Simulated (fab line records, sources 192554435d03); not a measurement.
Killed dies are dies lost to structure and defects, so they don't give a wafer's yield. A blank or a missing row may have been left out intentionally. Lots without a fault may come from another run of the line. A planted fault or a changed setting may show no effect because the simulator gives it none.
fab line records	flow n5_finfet
record lots=7	wafers=39
route steps=1938 shown FIN_SAQP@100 SDB@373 GATE_CUT@510 MOL_CONTACT_COAG@624 BEOL_M2@882 BEOL_M7@1299
start_h: hours from the record's opening day to when the first of the lot's shown wafers began	wait_h: hours since the lot's step before	" repeats the value in the row above	L1.1+2: a row that stands for several wafers	- no value present, or no start provided	* or withheld: withheld	< > ~ a bound
route shown NAME@n: NAME is a module with steps in the file, n the number in the route of the first one	usual: mean/standard deviation of fault-free wafers	same: alike in all rows	chamber/n: place in a boat	sites: readings site by site	_std_site: their standard deviation	_edge_site: outer sites' mean less inner sites'	radius_mm: how far each site lies from the wafer's centre	mask NAME#n: copy n	behind: tool/chamber where the wafer was last shaped	hold: why the lot went on hold/how many hours it stayed there/how the hold came to an end	device: the n, p or np transistor that did not switch	end of line: at the end of the route, the tests of the same wafers	step lacking rows: just its recipe	killed: count of dies lost to structure and defects at first sort (not the wafer's yield)	map: a wafer's dies, marking killed ones x, the rest . and places with no die _
set.NAME: the run value of the setting; set.NAME@STEP: its run value at that earlier step	model.NAME: the simulator's own value behind a step, which no gauge read
one table per step and one row per wafer, for lots whose settings were changed on purpose
## steps
# step N5_FIN_SAQP_PECVD_06
# recipe material=a-Si	target_thk_a=600	temp_c=400	precursor=SiH4/He	pressure_torr=3	rf_w=100	time_s=48.1
lot.wafer	tool	chamber	start_h	wait_h	set.time_s	model.a-Si_of_FIN_SAQP_PECVD_06.thk_nm
L077.1	pecvd-02	0	39.27	0.0	48.1	59.92
L077.2	"	2	"	"	48.1	58.1
L077.3	"	1	"	"	40.64	50.76
L077.4	"	1	"	"	40.64	51.97
L077.5	"	0	"	"	48.1	60.93
L077.6	"	2	"	"	40.64	49.59
L078.1	pecvd-01	2	44.59	0.0	67.66	84.47
L078.2	"	0	"	"	48.1	60.5
L078.3	"	1	"	"	48.1	60.09
L078.4	"	1	"	"	48.1	61.22
L078.5	"	0	"	"	67.66	86.44
L078.6	"	2	"	"	67.66	85.86
L079.2	pecvd-04	1	51.61	0.0	48.1	59.92
L079.4	"	1	"	"	48.1	59.64
L079.6	"	2	"	"	48.1	60.06
L081.1	pecvd-04	2	63.08	0.0	64.42	80.51
L081.2	"	0	"	"	48.1	60.49
L081.3	"	1	"	"	64.42	79.36
L081.4	"	2	"	"	48.1	60.58
L081.5	"	0	"	"	48.1	61.26
L081.6	"	1	"	"	64.42	81.89
L085.1	pecvd-02	0	86.97	0.0	48.1	61
L085.2	"	1	"	"	56.98	71.77
L085.3	"	2	"	"	56.98	70.46
L085.4	"	0	"	"	48.1	61.43
L085.5	"	2	"	"	56.98	71.23
L085.6	"	1	"	"	48.1	61.17
L087.1	pecvd-01	2	100.08	0.0	73.58	90.8
L087.2	"	0	"	"	48.1	60.94
L087.3	"	1	"	"	48.1	59.44
L087.4	"	0	"	"	48.1	61.55
L087.5	"	1	"	"	73.58	93.04
L087.6	"	2	"	"	73.58	93.13
L095.1	pecvd-04	2	147.26	0.0	73.7	89.25
L095.2	"	0	"	"	48.1	58.52
L095.3	"	1	"	"	48.1	57.83
L095.4	"	2	"	"	73.7	91.44
L095.5	"	0	"	"	73.7	92.93
L095.6	"	1	"	"	48.1	58.93
# step N5_FIN_SAQP_THK_MEAS_07
# usual thk_nm=60.2/0.98
lot.wafer	tool	chamber	start_h	wait_h	set.time_s@FIN_SAQP_PECVD_06	thk_nm
L077.1	film_metro-01	-	39.36	0.1	48.1	59.9
L077.2	"	-	"	"	48.1	58.1
L077.3	"	-	"	"	40.64	50.8
L077.4	"	-	"	"	40.64	52.0
L077.5	"	-	"	"	48.1	61.0
L077.6	"	-	"	"	40.64	49.6
L078.1	film_metro-02	-	44.68	0.1	67.66	84.5
L078.2	"	-	"	"	48.1	60.5
L078.3	"	-	"	"	48.1	60.1
L078.4	"	-	"	"	48.1	61.2
L078.5	"	-	"	"	67.66	86.4
L078.6	"	-	"	"	67.66	85.8
L079.2	film_metro-01	-	51.70	0.1	48.1	59.9
L079.4	"	-	"	"	48.1	59.7
L079.6	"	-	"	"	48.1	60.1
L081.1	film_metro-02	-	63.17	0.1	64.42	80.5
L081.2	"	-	"	"	48.1	60.5
L081.3	"	-	"	"	64.42	79.4
L081.4	"	-	"	"	48.1	60.6
L081.5	"	-	"	"	48.1	61.3
L081.6	"	-	"	"	64.42	81.9
L085.1	film_metro-02	-	87.06	0.1	48.1	61.0
L085.2	"	-	"	"	56.98	71.8
L085.3	"	-	"	"	56.98	70.5
L085.4	"	-	"	"	48.1	61.5
L085.5	"	-	"	"	56.98	71.2
L085.6	"	-	"	"	48.1	61.2
L087.1	film_metro-01	-	100.17	0.1	73.58	90.8
L087.2	"	-	"	"	48.1	60.9
L087.3	"	-	"	"	48.1	59.5
L087.4	"	-	"	"	48.1	61.6
L087.5	"	-	"	"	73.58	93.0
L087.6	"	-	"	"	73.58	93.1
L095.1	film_metro-02	-	147.35	0.1	73.7	89.2
L095.2	"	-	"	"	48.1	58.5
L095.3	"	-	"	"	48.1	57.8
L095.4	"	-	"	"	73.7	91.5
L095.5	"	-	"	"	73.7	92.9
L095.6	"	-	"	"	48.1	58.9
# step N5_FIN_SAQP_HM_DEP_72
# recipe material=SiO2	target_thk_a=120	temp_c=400	precursor=SiH4/N2O	pressure_torr=0.75	rf_w=275	time_s=7.2
# step N5_FIN_SAQP_COAT_49
# recipe resist=SOC	temp_c=250	time_s=60	spin_rpm=1500	resist_thk_nm=100
# step N5_FIN_SAQP_HM_OPEN_73
# recipe chemistry=CHF3/O2	target=SiO2	stop_on=a-Si	target_depth_a=120	over_etch_frac=1.8	mask_material=SOC	time_s=16.8	pressure_mtorr=30	source_w=650	bias_w=170	Ar_flow_sccm=200	CHF3_flow_sccm=50	O2_flow_sccm=5	ion_energy_ev=200	ends=end_point
# step N5_FIN_SAQP_STRIP_74
# recipe chemistry=CHF3/O2	resist=SiARC	rf_frequency_hz=6e+07
# step N5_FIN_SAQP_MANDREL_ETCH_22
# recipe target_depth_a=600	chemistry=HBr/Cl2	target=a-Si	stop_on=SiNx	bt_time_s=10	over_etch_frac=0.5	time_s=30	pressure_mtorr=10	icp_w=800	bias_w=75	HBr_flow_sccm=150	Cl2_flow_sccm=80	ends=end_point
# usual oes_product_au=0.766/0.014
lot.wafer	tool	chamber	start_h	wait_h	set.time_s@FIN_SAQP_PECVD_06	oes_product_au	model.etch.depth_nm
L077.1	rie_si-02	0	40.14	0.0	48.1	0.777	59.83
L077.2	"	2	"	"	48.1	0.730	58.05
L077.3	"	1	"	"	40.64	0.698	50.76
L077.4	"	3	"	"	40.64	0.710	51.88
L077.5	"	1	"	"	48.1	0.775	60.83
L077.6	"	0	"	"	40.64	0.697	49.5
L078.1	rie_si-05	2	45.57	0.0	67.66	0.938	84.47
L078.2	"	1	"	"	48.1	0.758	60.5
L078.3	"	3	"	"	48.1	0.776	60.08
L078.4	"	0	"	"	48.1	0.771	61.17
L078.5	"	0	"	"	67.66	0.959	86.39
L078.6	"	3	"	"	67.66	0.971	85.85
L079.2	rie_si-05	1	52.69	0.0	48.1	0.756	59.87
L079.4	"	3	"	"	48.1	0.762	59.64
L079.6	"	3	"	"	48.1	0.764	60.02
L081.1	rie_si-02	3	64.04	0.0	64.42	0.943	80.51
L081.2	"	2	"	"	48.1	0.756	60.49
L081.3	"	1	"	"	64.42	0.922	79.36
L081.4	"	0	"	"	48.1	0.782	60.58
L081.5	"	3	"	"	48.1	0.792	61.26
L081.6	"	0	"	"	64.42	0.945	81.89
L085.1	rie_si-05	0	88.08	0.0	48.1	0.769	60.91
L085.2	"	2	"	"	56.98	0.850	71.73
L085.3	"	1	"	"	56.98	0.839	70.46
L085.4	"	3	"	"	48.1	0.777	61.33
L085.5	"	0	"	"	56.98	0.846	71.14
L085.6	"	1	"	"	48.1	0.767	61.12
L087.1	rie_si-03	2	101.20	0.0	73.58	0.979	88.85
L087.2	"	3	"	"	48.1	0.759	60.94
L087.3	"	1	"	"	48.1	0.750	59.44
L087.4	"	0	"	"	48.1	0.764	61.55
L087.5	"	2	"	"	73.58	0.978	88.9
L087.6	"	3	"	"	73.58	0.972	90.8
L095.1	rie_si-02	1	148.16	0.0	73.7	0.991	89.25
L095.2	"	2	"	"	48.1	0.736	58.52
L095.3	"	3	"	"	48.1	0.767	57.83
L095.4	"	3	"	"	73.7	1.019	91.44
L095.5	"	1	"	"	73.7	1.009	90.22
L095.6	"	2	"	"	48.1	0.746	58.93
# step N5_FIN_SAQP_ETCH_69
# recipe chemistry=N2/H2	target=SOC	target_depth_a=1500	stop_on=SiNx	ion_energy_ev=100	bias_w=61	pressure_mtorr=30	source_w=850	n2_flow_sccm=200	h2_flow_sccm=200
lot.wafer	tool	chamber	start_h	wait_h	set.target_depth_a	model.etch.depth_nm
L077.1	rie_diel-01	3	42.63	-	959.2	36.03
L077.2	"	1	"	"	1500	54.51
L077.3	"	0	"	"	1500	52.83
L077.4	"	3	"	"	959.2	35.81
L077.5	"	1	"	"	959.2	34.77
L077.6	"	0	"	"	1500	52.99
L078.1	rie_diel-01	0	48.49	-	1500	53.32
L078.2+4+5	"	3,1,2	"	"	1921	55
L078.3	"	2	"	"	1500	55
L078.6	"	1	"	"	1500	54.45
L079.2	rie_diel-01	0	55.43	-	1500	52.68
L079.4+6	"	3	"	"	1500	55
L081.1	rie_diel-01	1	66.76	-	1500	53.88
L081.2+3+6	"	2,3,2	"	"	1500	55
L081.4	"	0	"	"	1500	53.06
L081.5	"	1	"	"	1500	53.74
L085.1+2+3	rie_diel-04	2,1,3	90.62	-	1753	55
L085.4	"	0	"	"	1500	54.14
L085.5+6	"	3,2	"	"	1500	55
L087.1+4+5	rie_diel-04	3,0,3	103.82	-	2278	55
L087.2	"	2	"	"	1500	54.57
L087.3	"	1	"	"	1500	53.41
L087.6	"	2	"	"	1500	54.81
L095.1	rie_diel-01	1	150.80	-	1123	41.41
L095.2+3+5	"	2,3,3	"	"	1500	55
L095.4	"	0	"	"	1123	40.06
L095.6	"	2	"	"	1123	42.22
# step N5_SDB_ALD_29
# recipe material=SiNx	target_thk_a=300	temp_c=400	ald_precursor_family=SiH2I2	ald_co_reactant=N2/H2-plasma	pulse_time_s=1	ald_cycles=600	purge_time_s=2	co_reactant_purge_time_s=2	pressure_torr=2
lot.wafer	tool	chamber	start_h	wait_h	set.ald_cycles	model.SiNx_of_SDB_ALD_29.thk_nm
L077.1	ald_sin-04	3	84.76	0.0	600	30
L077.2+4	"	1,2	"	"	702	35
L077.3+5	"	0,1	"	"	600	30.2
L077.6	"	0	86.11	1.4	702	35.4
L078.1	ald_sin-03	1	89.55	0.0	923	46.4
L078.2+4	"	0	"	"	923	46.2
L078.3+5+6	"	2,1,2	"	"	600	30.2
L079.2+6	ald_sin-03	0	96.42	0.4	600	29.8
L079.4	"	2	97.77	1.7	600	30.2
L081.1+2	ald_sin-03	0,3	109.16	0.0	600	29.8
L081.3+5+6	"	1,0,3	"	"	725	36.2
L081.4	"	2	"	"	600	30
L085.1+3	ald_sin-04	2,0	132.11	0.0	600	30.2
L085.2	"	1	"	"	733	36.6
L085.4	"	3	"	"	600	30
L085.5+6	"	1,2	133.46	1.4	733	36.8
L087.1	ald_sin-03	3	145.18	0.0	401	19.8
L087.2	"	1	"	"	401	20.2
L087.3+6	"	0	"	"	600	29.8
L087.4	"	2	"	"	600	30
L087.5	"	3	146.53	1.4	401	20
L095.1+2	ald_sin-03	1,3	192.37	0.0	600	29.8
L095.3+5	"	0,3	"	"	900	44.8
L095.4	"	2	"	"	600	30
L095.6	"	0	193.72	1.4	900	45
# step N5_SDB_CMP_30
# recipe stop_on=poly-Si	t_overpolish_s=1.54	post_cmp_clean=alkaline_brush	down_force_psi=4.1491	platen_rpm=51.796	pad_velocity_m_s=1.0306	target_thk_nm=30
lot.wafer	tool	chamber	start_h	wait_h	set.ald_cycles@SDB_ALD_29	model.SiNx_of_SDB_ALD_29.thk_nm
L077.1	cmp-01	3	87.49	1.4	600	30
L077.4	"	0	"	"	702	29.2
L077.3+5	"	1,3	"	"	600	30.2
L077.2	"	2	"	"	702	29.6
L077.6	"	0	"	"	702	29
L078.3+5+6	cmp-01	1,1,2	92.28	1.4	600	30.2
L078.2	"	2	"	"	923	31
L078.4	"	3	"	"	923	30.8
L078.1	"	0	"	"	923	31.4
L079.2+6	cmp-01	2	99.15	1.4	600	29.8
L079.4	"	1	"	"	600	30.2
L081.3	cmp-02	3	111.89	1.4	725	29.6
L081.4	"	0	"	"	600	30
L081.2+1	"	1,2	"	"	600	29.8
L081.5	"	3	"	"	725	28.6
L081.6	"	0	"	"	725	30.2
L085.4	cmp-01	2	134.84	1.4	600	30
L085.2	"	3	"	"	733	30.8
L085.1+3	"	0,1	"	"	600	30.2
L085.6+5	"	2,3	"	"	733	29.2
L087.2	cmp-03	0	147.91	1.4	401	20.2
L087.3+6	"	1,0	"	"	600	29.8
L087.4	"	2	"	"	600	30
L087.1	"	3	"	"	401	19.8
L087.5	"	1	"	"	401	20
L095.4	cmp-02	0	195.10	1.4	600	30
L095.1+2	"	1,2	"	"	600	29.8
L095.3	"	3	"	"	900	30.6
L095.6	"	0	"	"	900	29.8
L095.5	"	1	"	"	900	30.4
# step N5_GATE_CUT_ALD_22
# recipe material=SiNx	target_thk_a=160	temp_c=400	ald_precursor_family=SiH2I2	ald_co_reactant=N2/H2-plasma	pulse_time_s=1	ald_cycles=320	purge_time_s=2	co_reactant_purge_time_s=2	pressure_torr=2
lot.wafer	tool	chamber	start_h	wait_h	set.ald_cycles	model.SiNx_of_GATE_CUT_ALD_22.thk_nm
L077.1+5+6	ald_sin-04	0,3,2	102.76	0.0	320	16
L077.2+3+4	"	2,1,3	"	"	166	8.2
L078.1+6	ald_sin-01	2,1	106.77	0.0	257	13
L078.2	"	0	"	"	257	12.8
L078.3+4+5	"	1,3,2	"	"	320	16
L079.2	ald_sin-04	2	115.24	0.7	320	15.8
L079.4+6	"	1,2	"	"	320	16
L081.1+5	ald_sin-01	1,3	127.31	0.3	320	16
L081.2+4+6	"	2,3,2	"	"	498	24.8
L081.3	"	0	"	"	320	15.8
L085.1+2+5+6	ald_sin-03	0,1,0,3	149.66	0.0	320	16
L085.3	"	3	"	"	320	16.2
L085.4	"	2	"	"	320	15.8
L087.1+4	ald_sin-01	0,2	162.75	0.0	394	19.6
L087.2+5+6	"	1,3,2	"	"	320	16
L087.3	"	3	"	"	394	19.8
L095.1+5+6	ald_sin-04	2,1,0	209.56	0.2	422	21.2
L095.2+3+4	"	0,3,1	"	"	320	16
# step N5_MOL_CONTACT_COAG_CVD_140
# recipe material=W	target_thk_a=665	mode=selective_fill	temp_c=300	time_s=215
lot.wafer	tool	chamber	start_h	wait_h	set.target_thk_a	model.W_of_MOL_CONTACT_COAG_CVD_140.thk_nm
L077.1	cvd_w-01	0	117.21	0.1	376.7	37.8
L077.2+5	"	1	"	"	665	66.2
L077.3	"	0	"	"	665	66
L077.4+6	"	1,0	"	"	376.7	37.4
L078.1	cvd_w-02	1	122.30	0.1	818.8	82.2
L078.2	"	0	"	"	818.8	82
L078.3	"	0	"	"	818.8	82.8
L078.4+5+6	"	1,1,0	"	"	665	66.8
L079.2	cvd_w-01	1	130.97	0.1	665	66.2
L079.4	"	1	"	"	665	65.4
L079.6	"	0	"	"	665	64.8
L081.1	cvd_w-02	0	143.21	0.1	665	66.2
L081.2	"	1	"	"	665	65.8
L081.3	"	1	"	"	336.4	33.8
L081.4	"	0	"	"	336.4	33.2
L081.5	"	0	"	"	336.4	32.8
L081.6	"	1	"	"	665	66.4
L085.1	cvd_w-02	1	165.74	0.1	382.1	38
L085.2	"	0	"	"	665	65.6
L085.3	"	1	"	"	382.1	37.8
L085.4	"	0	"	"	665	65.4
L085.5	"	0	"	"	665	66.6
L085.6	"	1	"	"	382.1	37.6
L087.1	cvd_w-01	1	188.41	0.1	665	65.8
L087.2	"	0	"	"	665	65
L087.3	"	0	"	"	665	66
L087.4+5	"	1	"	"	665	66.4
L087.6	"	0	"	"	665	66.6
L095.1	cvd_w-02	1	229.14	0.1	665	67.8
L095.2	"	0	"	"	665	66.2
L095.3	"	1	"	"	791.5	79
L095.4	"	0	"	"	791.5	79.6
L095.5	"	1	"	"	665	67.2
L095.6	"	0	"	"	791.5	78.8
# step N5_BEOL_M2_ALD_98
# recipe material=SiO2	target_thk_a=25	temp_c=100	ald_precursor_family=BDEAS	ald_co_reactant=O2-plasma	pulse_time_s=1	co_reactant_pulse_time_s=1	purge_time_s=2	co_reactant_purge_time_s=2	ald_cycles=17	pressure_torr=2
lot.wafer	tool	chamber	start_h	wait_h	set.ald_cycles	model.SiO2_of_BEOL_M2_ALD_98.thk_nm
L077.1+2	ald_sin-04	3,2	158.01	0.1	17	2.6
L077.3+4+5+6	"	0,1,1,2	"	"	17	2.4
L078.1	ald_sin-03	1	160.51	0.1	17	2.4
L078.2+4+6	"	2,3,0	"	"	25	3.6
L078.3+5	"	0,3	"	"	17	2.6
L079.2+4+6	ald_sin-04	2,1,3	169.90	0.1	17	2.6
L081.1+4+6	ald_sin-01	3,1,3	181.52	0.6	10	1.4
L081.2	"	2	"	"	17	2.4
L081.3+5	"	0	"	"	17	2.6
L085.1+3+5	ald_sin-01	3,0,0	197.25	0.1	12	1.8
L085.2	"	2	"	"	17	2.6
L085.4+6	"	1,3	"	"	17	2.4
L087.1+2+3+4+5+6	ald_sin-04	2,3,1,2,3,1	228.93	0.1	17	2.6
L095.1+4+5	ald_sin-04	3,0,0	264.80	0.1	17	2.6
L095.2+3+6	"	2,1,1	"	"	23	3.4
# step N5_BEOL_M7_DESCUM_33
# recipe chemistry=O2	time_s=7	source_power_w=50	bias_power_w=20	pressure_mtorr=20	rf_frequency_hz=2.712e+07	temp_c=40	resist=CAR-EUV	o2_flow_sccm=225
lot.wafer	tool	chamber	start_h	wait_h	set.time_s	model.CAR-EUV_of_BEOL_M7_COAT_22.thk_nm	model.BEOL_M7.cd_nm
L079.2+4+6	rie_diel-05	0,2,1	229.30	0.0	7	26	40.2
L077.1	rie_diel-05	0	238.99	0.3	7	26	40.2
L077.2+5	"	2,1	"	"	7	26	40
L077.3+4	"	3,1	"	"	4.877	27.2	39.8
L077.6	"	0	"	"	4.877	27.2	40
L078.1+4	rie_diel-05	3,1	242.42	0.0	7	26	39.8
L078.2	"	2	"	"	8.582	25.2	40
L078.3+5	"	1,3	"	"	8.582	25.4	40
L078.6	"	2	"	"	7	26.2	39.8
L081.1	rie_diel-05	1	252.71	0.0	7	26	39.8
L081.2+4	"	3,0	"	"	3.355	27.8	39.6
L081.3	"	2	"	"	3.355	27.8	39.4
L081.5+6	"	2,1	"	"	7	26	40
L085.1	rie_diel-06	2	269.76	0.2	7	26	40
L085.2	"	3	"	"	10.42	24.4	40.2
L085.3+4	"	1,0	"	"	7	26	39.8
L085.5	"	3	"	"	10.42	24.4	40.4
L085.6	"	2	"	"	10.42	24.2	40.4
L087.1	rie_diel-06	3	299.79	0.3	3.259	27.8	39.6
L087.2	"	1	"	"	3.259	28	39.4
L087.3	"	2	"	"	7	26	39.8
L087.4	"	0	"	"	3.259	28	39.6
L087.5+6	"	2,1	"	"	7	26.2	40
L095.1	rie_diel-03	1	334.00	0.2	4.192	27.2	39.8
L095.2+4	"	0,3	"	"	4.192	27.4	39.6
L095.3+6	"	2,0	"	"	7	26	40
L095.5	"	1	"	"	7	25.8	40.2
# step N5_BEOL_M7_ETCH_72
# recipe chemistry=N2/H2	target=underlayer	target_depth_a=65	mask_material=CAR-EUV	time_s=5.2	ion_energy_ev=200	pressure_mtorr=30	source_w=840	bias_w=150	n2_flow_sccm=200	h2_flow_sccm=200	ends=cleared
lot.wafer	tool	chamber	start_h	wait_h	set.time_s@BEOL_M7_DESCUM_33	model.CAR-EUV_of_BEOL_M7_COAT_22.thk_nm	model.BEOL_M7.cd_nm
L079.2	rie_diel-05	0	229.33	0.0	7	20.2	40.2
L079.4	"	2	"	"	7	20.4	40.2
L079.6	"	1	"	"	7	20.4	40
L077.1	rie_diel-05	0	239.02	0.0	7	20.2	40.2
L077.2+5	"	2,1	"	"	7	20.4	40
L077.3+6	"	3,0	"	"	4.877	21.4	39.8
L077.4	"	1	"	"	4.877	21.6	39.8
L078.1	rie_diel-05	3	242.46	0.0	7	20.2	39.6
L078.2	"	2	"	"	8.582	19.4	40
L078.3	"	1	"	"	8.582	19.6	40
L078.4	"	1	"	"	7	20.4	39.6
L078.5	"	3	"	"	8.582	19.6	39.8
L078.6	"	2	"	"	7	20.4	39.8
L081.1	rie_diel-05	1	252.75	0.0	7	20.4	39.8
L081.2	"	3	"	"	3.355	22.2	39.6
L081.3	"	2	"	"	3.355	22	39.6
L081.4	"	0	"	"	3.355	22	39.4
L081.5	"	2	"	"	7	20.2	40
L081.6	"	1	"	"	7	20.4	40
L085.1	rie_diel-06	2	269.79	0.0	7	20.2	40
L085.2	"	3	"	"	10.42	18.6	40.2
L085.3	"	1	"	"	7	20.4	39.8
L085.4	"	0	"	"	7	20.4	39.6
L085.5	"	3	"	"	10.42	18.8	40.4
L085.6	"	2	"	"	10.42	18.6	40.4
L087.1+4	rie_diel-06	3,0	299.83	0.0	3.259	22.2	39.6
L087.2	"	1	"	"	3.259	22.2	39.4
L087.3	"	2	"	"	7	20.2	39.8
L087.5+6	"	2,1	"	"	7	20.4	40
L095.1+4	rie_diel-03	1,3	334.03	0.0	4.192	21.6	39.6
L095.2	"	0	"	"	4.192	21.8	39.6
L095.3+6	"	2,0	"	"	7	20.4	39.8
L095.5	"	1	"	"	7	20.2	40.2
# step N5_BEOL_M7_ETCH_65
# recipe chemistry=CF4	target=SiARC	target_depth_a=156	mask_material=CAR-EUV	time_s=26	ion_energy_ev=80	pressure_mtorr=40	source_w=545	bias_w=36	Ar_flow_sccm=100	cf4_flow_sccm=100	ends=cleared
lot.wafer	tool	chamber	start_h	wait_h	set.time_s@BEOL_M7_DESCUM_33	model.BEOL_M7.cd_nm
L079.2+4+6	rie_diel-05	0,2,1	229.35	0.0	7	40.2
L077.1	rie_diel-05	0	239.04	0.0	7	40
L077.2+5	"	2,1	"	"	7	39.8
L077.3+6	"	3,0	"	"	4.877	39.8
L077.4	"	1	"	"	4.877	39.6
L078.1+4+6	rie_diel-05	3,1,2	242.47	0.0	7	39.6
L078.2+5	"	2,3	"	"	8.582	39.8
L078.3	"	1	"	"	8.582	40
L081.1	rie_diel-05	1	252.76	0.0	7	39.8
L081.2+3+4	"	3,2,0	"	"	3.355	39.4
L081.5+6	"	2,1	"	"	7	40
L085.1	rie_diel-06	2	269.81	0.0	7	40
L085.2	"	3	"	"	10.42	40.2
L085.3+4	"	1,0	"	"	7	39.8
L085.5	"	3	"	"	10.42	40.4
L085.6	"	2	"	"	10.42	40.6
L087.1+2	rie_diel-06	3,1	299.85	0.0	3.259	39.4
L087.3+6	"	2,1	"	"	7	40
L087.4	"	0	"	"	3.259	39.6
L087.5	"	2	"	"	7	40.2
L095.1	rie_diel-03	1	334.05	0.0	4.192	39.8
L095.2+4	"	0,3	"	"	4.192	39.6
L095.3+6	"	2,0	"	"	7	39.8
L095.5	"	1	"	"	7	40.2
## key
split step=N5_FIN_SAQP_PECVD_06	setting=time_s	stated=48.1	by=wafer
response step=N5_FIN_SAQP_PECVD_06	reading=model.a-Si_of_FIN_SAQP_PECVD_06.thk_nm	change=+0.602	per=1%	r=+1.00
response step=N5_FIN_SAQP_THK_MEAS_07	reading=thk_nm	change=*	per=1%	r=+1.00
response step=N5_FIN_SAQP_MANDREL_ETCH_22	reading=oes_product_au	change=+0.0045	per=1%	r=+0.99
response step=N5_FIN_SAQP_MANDREL_ETCH_22	reading=model.etch.depth_nm	change=+0.58	per=1%	r=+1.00
split step=N5_FIN_SAQP_ETCH_69	setting=target_depth_a	stated=1500	by=wafer
response step=N5_FIN_SAQP_ETCH_69	reading=model.etch.depth_nm	shape=bent	at_lowest=35.54	at_stated=54.31	at_highest=55
split step=N5_SDB_ALD_29	setting=ald_cycles	stated=600	by=wafer
response step=N5_SDB_ALD_29	reading=model.SiNx_of_SDB_ALD_29.thk_nm	change=+0.299	per=1%	r=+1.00
response step=N5_SDB_CMP_30	reading=model.SiNx_of_SDB_ALD_29.thk_nm	shape=bent	at_lowest=20	at_stated=30	at_highest=31.07
split step=N5_GATE_CUT_ALD_22	setting=ald_cycles	stated=320	by=wafer
response step=N5_GATE_CUT_ALD_22	reading=model.SiNx_of_GATE_CUT_ALD_22.thk_nm	change=+0.161	per=1%	r=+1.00
split step=N5_MOL_CONTACT_COAG_CVD_140	setting=target_thk_a	stated=665	by=wafer
response step=N5_MOL_CONTACT_COAG_CVD_140	reading=model.W_of_MOL_CONTACT_COAG_CVD_140.thk_nm	change=+0.661	per=1%	r=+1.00
split step=N5_BEOL_M2_ALD_98	setting=ald_cycles	stated=17	by=wafer
response step=N5_BEOL_M2_ALD_98	reading=model.SiO2_of_BEOL_M2_ALD_98.thk_nm	change=+0.024	per=1%	r=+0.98
split step=N5_BEOL_M7_DESCUM_33	setting=time_s	stated=7	by=wafer
response step=N5_BEOL_M7_DESCUM_33	reading=model.CAR-EUV_of_BEOL_M7_COAT_22.thk_nm	change=-0.0346	per=1%	r=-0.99
response step=N5_BEOL_M7_DESCUM_33	reading=model.BEOL_M7.cd_nm	change=+0.00833	per=1%	r=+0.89
response step=N5_BEOL_M7_ETCH_72	reading=model.CAR-EUV_of_BEOL_M7_COAT_22.thk_nm	change=-0.0343	per=1%	r=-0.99
response step=N5_BEOL_M7_ETCH_72	reading=model.BEOL_M7.cd_nm	change=+0.00871	per=1%	r=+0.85
response step=N5_BEOL_M7_ETCH_65	reading=model.BEOL_M7.cd_nm	change=+0.0097	per=1%	r=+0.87
